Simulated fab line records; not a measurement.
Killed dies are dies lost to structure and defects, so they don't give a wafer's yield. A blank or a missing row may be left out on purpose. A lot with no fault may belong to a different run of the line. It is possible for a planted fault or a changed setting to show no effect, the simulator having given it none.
Matching of chambers    flow n5-finfet    N5_HKMG_FIN_ALD_75 on ald-hk-03: 4 sister chambers
The step deposits Al2O3, target thk 1 nm, co reactant pulse time 1 s. 18 wafers are shown with their chamber, then 9 later ones without.

== WAFERS WITH THEIR CHAMBER ==
wafer   chamber  heater-power-w (W)  precursor-pulse-height-rel
L075.1  3        127                 1.007
L075.2  1        149                 0.972
L075.3  0        166                 0.975
L075.4  2        141                 0.998
L075.5  3        125                 1.019
L075.6  0        165                 1.001
L077.4  0        164                 1.008
L077.5  3        124                 0.987
L077.6  0        158                 1.022
L080.1  2        135                 1.002
L080.2  1        148                 1.046
L080.4  0        161                 0.992
L081.3  0        162                 1.016
L081.5  3        127                 0.992
L081.6  0        163                 0.991
L084.1  3        124                 1.023
L084.3  2        137                 0.970
L084.4  0        161                 0.974

SIGNATURES, as means of the wafers listed above
reading                     chamber 0  chamber 1  chamber 2  chamber 3  scatter within a chamber
heater-power-w              162.50     148.50     137.67     125.40     2.3
precursor-pulse-height-rel  0.99738    1.00900    0.99000    1.00560    0.0216
Rule: a wafer's distance from a chamber is the root of the sum, over the readings, of the square of ((its reading less the chamber's mean) divided by the reading's scatter). The wafer belongs to the nearest chamber; if the next one is less than 2 further off, it can't be placed. The scatter: the root of (the sum of the squares of (reading less its chamber's mean) over the shown wafers, divided by (wafers less chambers)).

== WAFERS WITH NO CHAMBER GIVEN ==
wafer   heater-power-w (W)  precursor-pulse-height-rel
L091.1  162                 1.019
L091.3  143                 0.998
L091.4  127                 0.969
L090.1  135                 0.999
L090.2  149                 1.011
L090.4  164                 1.014
L097.1  162                 1.004
L097.3  147                 1.000
L097.5  148                 1.003

== WHICH CHAMBER EACH WENT THROUGH ==
wafer   from the rows above      in truth
L091.1  0                        0
L091.3  can't be placed: 2 or 1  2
L091.4  3                        3
L090.1  2                        2
L090.2  1                        1
L090.4  0                        0
L097.1  0                        0
L097.3  1                        1
L097.5  1                        1
Correct placement for 8 of the 9. These rows do not allow placing 1 (true chamber among the candidates in 1). Wrongly placed: 0.
